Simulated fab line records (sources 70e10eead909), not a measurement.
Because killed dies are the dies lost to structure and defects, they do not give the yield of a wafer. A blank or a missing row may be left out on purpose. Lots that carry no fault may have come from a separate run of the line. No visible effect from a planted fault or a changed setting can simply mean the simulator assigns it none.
A lot that was struck, set against a sound lot | flow nand-harc | 15 steps out of a route of 1302
Sound: wafers L988.1, L988.2, L988.3. Wafers struck: L102.3, L102.5, L102.6. Last of all comes the cause.
At each step with rows: each side's tool, then ch and its chambers, then its first start. Under that, the readings that differ: sound wafers | struck wafers | difference of the means | sigmas: that difference in standard deviations of wafers without a fault.
alike: readings whose means differ by less than 2 such deviations, and words and numbers that are the same on both sides. not compared: withheld readings, readings that some wafer has no value for, bounds like >300 that may hide the same value, and numbers for which the record gives no deviation and whose values overlap.
Wherever a step has rows on one side only, a row that says differs or no value, or a row with sigmas, the two part there. When numbers do not overlap yet have no deviation, they are printed without sigmas and do not part them. A reading that every wafer of one side lacks parts them only if that side has two wafers or more.

first, 1 step without rows for these wafers: NHARC_P_M0_DEVELOP_08 (develop time 35 s).
NHARC_P_M0_CD_MEAS_09: the cd target is 90 nm.
  sound on cd-sem-01 ch 0, day 6 10:54; struck on cd-sem-02 ch 0, day 12 02:20
  alike: cd-nm
NHARC_P_M0_OVL_MEAS_10: pitch 180 nm.
  struck on overlay-02, day 12 02:25; sound on overlay-02, day 6 10:59
  alike: overlay-x-nm, overlay-y-nm
NHARC_P_M0_INSPECT_11:
  struck on defect-inspect-02, day 12 02:27; sound on defect-inspect-02, day 6 11:02
  alike: raw-defect-count
then, 1 step without rows for these wafers: NHARC_P_M0_DESCUM_14 (chemistry O2, time 3 s).
NHARC_P_M0_ETCH_34: etches the open film in N2/H2, target depth 40 nm, overetch 12 nm, time 43.94 s.
  sound on rie-diel-01 ch 0,1,2, day 6 11:11; struck on rie-diel-01 ch 0,3, day 12 02:36
  alike: drypump-motor-current-A, oes-product-au, rf-vpp-V, showerhead-plenum-p-Torr, throttle-valve-pct
  not compared: rf-hours-counter-h
NHARC_P_M0_ETCH_15: etches the open film in C4F8/Ar, target depth 150 nm, overetch 15 nm, time 82.5 s.
  sound: rie-diel-01 ch 0,1,2; struck: rie-diel-01 ch 0,1
  alike: oes-product-au, rf-vpp-V
  not compared: rf-hours-counter-h
NHARC_P_M0_CD_MEAS_16:
  struck on cd-sem-02, day 12 02:49; sound on cd-sem-03, day 6 11:23
  alike: cd-nm
NHARC_P_M0_STRIP_18: strips in N2/H2.
  sound on rie-diel-01 ch 0,1,3, day 6 11:29; struck on rie-diel-01 ch 0,1,3, day 12 02:56
  alike: drypump-motor-current-A, oes-product-au, rf-vpp-V, showerhead-plenum-p-Torr, throttle-valve-pct
  not compared: rf-hours-counter-h
then, 1 step without rows for these wafers: NHARC_P_M0_STRIP_19 (strips in post etch residue remover, time 600 s).
NHARC_P_M0_DEGAS_28: time 60 s.
  struck on pvd-sputter-01, day 12 03:26; sound on pvd-sputter-03, day 6 12:01
  alike: heater-power-w, susceptor-temp-C
NHARC_P_M0_PRE_CLEAN_29: time 30 s.
  sound on pvd-sputter-03; struck on pvd-sputter-01
  alike: heater-power-w, susceptor-temp-C
NHARC_P_M0_PVD_20: deposits TaN, target thk 5 nm, time 8.06 s.
  struck on pvd-sputter-01, day 12 03:49; sound on pvd-sputter-03, day 6 12:07
  alike: chamber-pressure-pa, throttle-valve-pct
then, 2 steps without rows for these wafers: NHARC_P_M0_PVD_21 (deposits Cu, target thk 30 nm, time 20.49 s); NHARC_END_SORT_01.

## WHERE THEY PART
Nowhere in this record.

WHY: what had been put in by the simulator
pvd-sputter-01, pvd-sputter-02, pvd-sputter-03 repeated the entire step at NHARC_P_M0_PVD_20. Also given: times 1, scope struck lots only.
